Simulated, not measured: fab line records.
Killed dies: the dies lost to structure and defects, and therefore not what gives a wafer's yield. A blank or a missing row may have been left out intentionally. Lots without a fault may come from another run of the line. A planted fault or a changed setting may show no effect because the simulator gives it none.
Matching of chambers -- flow nandHarc -- NHARC_A_STAIRCASE_CMP_450 on cmp-01 has 4 sister chambers
The step polishes SiO2, target thk 200 nm. 18 wafers are shown with their chamber, then 9 later ones without.

WAFERS PAIRED WITH THEIR CHAMBERS
wafer,chamber,motorCurrentA (A)
L077.1,0,15.5
L077.2,2,12.8
L077.3,3,13.4
L082.1,3,12.4
L082.3,0,16.5
L082.6,3,13.5
L087.2,3,13.4
L087.5,2,11.9
L087.6,1,12.1
L088.2,1,11.8
L088.4,2,12.0
L088.5,2,11.8
L090.3,2,11.9
L090.4,3,13.2
L090.6,1,11.8
L091.3,0,16.0
L091.4,1,11.4
L091.6,0,15.3

SIGNATURES, as means of the wafers listed above
reading,chamber 0,chamber 1,chamber 2,chamber 3,scatter within a chamber
motorCurrentA,15.825,11.775,12.080,13.180,0.43
Rule: a wafer lies at a distance from a chamber equal to the root of the sum of squares, over the readings, of (its reading less the chamber's mean, divided by the reading's scatter). The wafer belongs to the nearest chamber; if the next one is less than 2 further off, it can't be placed. The scatter: take each reading less its chamber's mean, square it, sum over the shown wafers, divide by the number of wafers less the number of chambers, and take the root.

WAFERS MISSING THEIR CHAMBER
wafer,motorCurrentA (A)
L093.2,14.0
L093.5,12.6
L093.6,12.1
L094.2,11.8
L094.4,12.1
L094.6,13.2
L097.2,12.3
L097.4,12.7
L097.6,16.1

WHICH CHAMBER EACH ONE RAN IN
wafer,from the rows above,in truth
L093.2,3,3
L093.5,can't be placed: 2 or 3 or 1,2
L093.6,can't be placed: 2 or 1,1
L094.2,can't be placed: 1 or 2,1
L094.4,can't be placed: 2 or 1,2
L094.6,3,3
L097.2,can't be placed: 2 or 1 or 3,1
L097.4,can't be placed: 3 or 2 or 1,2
L097.6,0,0
Correctly placed: 3 of 9. These rows do not allow placing 6 (true chamber among the candidates in 6). Number placed wrongly: 0.
